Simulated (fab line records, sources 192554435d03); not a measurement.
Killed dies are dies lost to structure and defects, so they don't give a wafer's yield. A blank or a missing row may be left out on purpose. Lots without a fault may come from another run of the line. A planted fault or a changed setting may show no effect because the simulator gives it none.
A struck lot beside a sound one | flow n5_finfet | 20 steps out of a route of 1938
Sound: wafers L412.2, L412.5, L412.6. Struck: wafer L422.2. (L422.5 of the same lot was not struck and is left out.) The cause comes at the end.
At each step with rows: each side's tool, then ch and its chambers, then its first start. Under that, the readings that differ: sound wafers | struck wafers | difference of the means | sigmas: that difference in standard deviations of wafers without a fault.
alike: readings whose means differ by less than 2 such deviations, and words and numbers that are the same on both sides. not compared: withheld readings, readings that some wafer has no value for, bounds like >300 that may hide the same value, and numbers for which the record gives no deviation and whose values overlap.
The two part at a step that has a row with sigmas, a row that says differs or no value, or rows on one side only. Numbers that don't overlap but have no deviation are shown without sigmas and don't part them. A reading that every wafer of one side lacks parts them only if that side has two wafers or more.

first, 9 steps without rows for these wafers: N5_FIN_SAQP_EXPOSE_13 (exposes mask FIN CORE, target cd 35.6 nm); N5_FIN_SAQP_PEB_14 (peb time 60 s); N5_FIN_SAQP_DEVELOP_15 (develop time 30 s); N5_FIN_SAQP_DESCUM_21 (chemistry O2, time 7.9 s); N5_FIN_SAQP_ETCH_51 (etches SiARC in CF4, target depth 45.5 nm, time 75.8 s); N5_FIN_SAQP_ETCH_52 (etches SOC in N2/H2, target depth 100 nm, overetch 20 nm, time 150 s); N5_FIN_SAQP_STRIP_53 (strips in N2/H2); N5_FIN_SAQP_HM_OPEN_73 (chemistry CHF3/O2, target SiO2, stops on a-Si, target depth 12 nm, time 16.8 s); N5_FIN_SAQP_STRIP_74 (strips in CHF3/O2).
N5_FIN_SAQP_MANDREL_ETCH_22: etches a-Si in HBr/Cl2, stops on SiNx, target depth 60 nm, bt time 10 s, time 30 s.
  sound on rie_si-02 ch 0,1,2, day 3 10:02; struck on rie_si-02 ch 1, day 5 23:44
  reading                                     | sound             | struck | difference | sigmas
  model.SOC_of_FIN_SAQP_COAT_49.thk_nm (nm)   | 75.41 75.4 75.4   | 64.42  | -10.98     |
  model.SiNx_of_FIN_SAQP_PECVD_48.thk_nm (nm) | 24.86 24.88 24.91 | 18.66  | -6.22      |
  alike: drypump_motor_current_A, oes_product_au, throttle_valve_pct
  not compared: rf_hours_counter_h
then, 7 steps without rows for these wafers: N5_FIN_SAQP_STRIP_55 (strips in N2/H2); N5_FIN_SAQP_STRIP_23 (strips in SPM, time 750 s); N5_FIN_SAQP_SRD_66 (time 30 s); N5_FIN_SAQP_RECESS_75 (chemistry HF/NH3, target SiO2, target depth 14.4 nm, afs cycles 3, sublimation time 60 s); N5_FIN_SAQP_SPACER1_ALD_24 (deposits SiO2, target thk 20.3 nm, pulse time 1 s, purge time 2 s); N5_FIN_SAQP_SPACER1_ETCHBACK_25 (etches SiO2 in CHF3/O2, target depth 24.4 nm, time 12.2 s); N5_FIN_SAQP_MANDREL1_REMOVE_56 (chemistry HBr/Cl2/O2, target a-Si, stops on SiNx, bt time 10 s).
N5_FIN_SAQP_ETCH_57: etches SiNx in CH3F/O2, target depth 32.5 nm, time 46.4 s.
  sound on rie_diel-01 ch 0,3, day 3 12:07; struck on rie_diel-06 ch 3, day 6 01:59
  reading                  | sound             | struck | difference | sigmas
  etch_rf_on_time_s (s)    | 46.2 46.1 47.8    | 33.6   | -13.1      | -13
  model.etch.depth_nm (nm) | 24.86 24.88 24.91 | 18.66  | -6.22      |
  alike: drypump_motor_current_A, oes_o_777_au, oes_product_au, rf_vpp_V, showerhead_plenum_p_Torr, throttle_valve_pct
  not compared: rf_hours_counter_h
then, 1 step without rows for these wafers: N5_FIN_SAQP_ETCH_65 (etches SiO2 in CF4, target depth 4 nm, time 4.4 s).
-- the record jumps here: 6 days lie between the struck wafers' starts before and after (it left off in module FIN_SAQP and takes up again in module BEOL_M4, whose first step shown is number 1111 of the route) --
N5_BEOL_M4_RC_MEAS_101:
  sound on prober-02 ch 0, day 9 11:30; struck on prober-02 ch 0, day 11 22:58
  alike: DIBL_N, DIBL_P, IOFF_N, IOFF_P, ION_N, ION_P, SS_N, SS_P, VT_N, VT_P

WHERE THEY PART
Only at N5_FIN_SAQP_ETCH_57, within this record. Later steps at which nothing parts them and some readings are alike: N5_BEOL_M4_RC_MEAS_101.

WHY: what the simulator had put in
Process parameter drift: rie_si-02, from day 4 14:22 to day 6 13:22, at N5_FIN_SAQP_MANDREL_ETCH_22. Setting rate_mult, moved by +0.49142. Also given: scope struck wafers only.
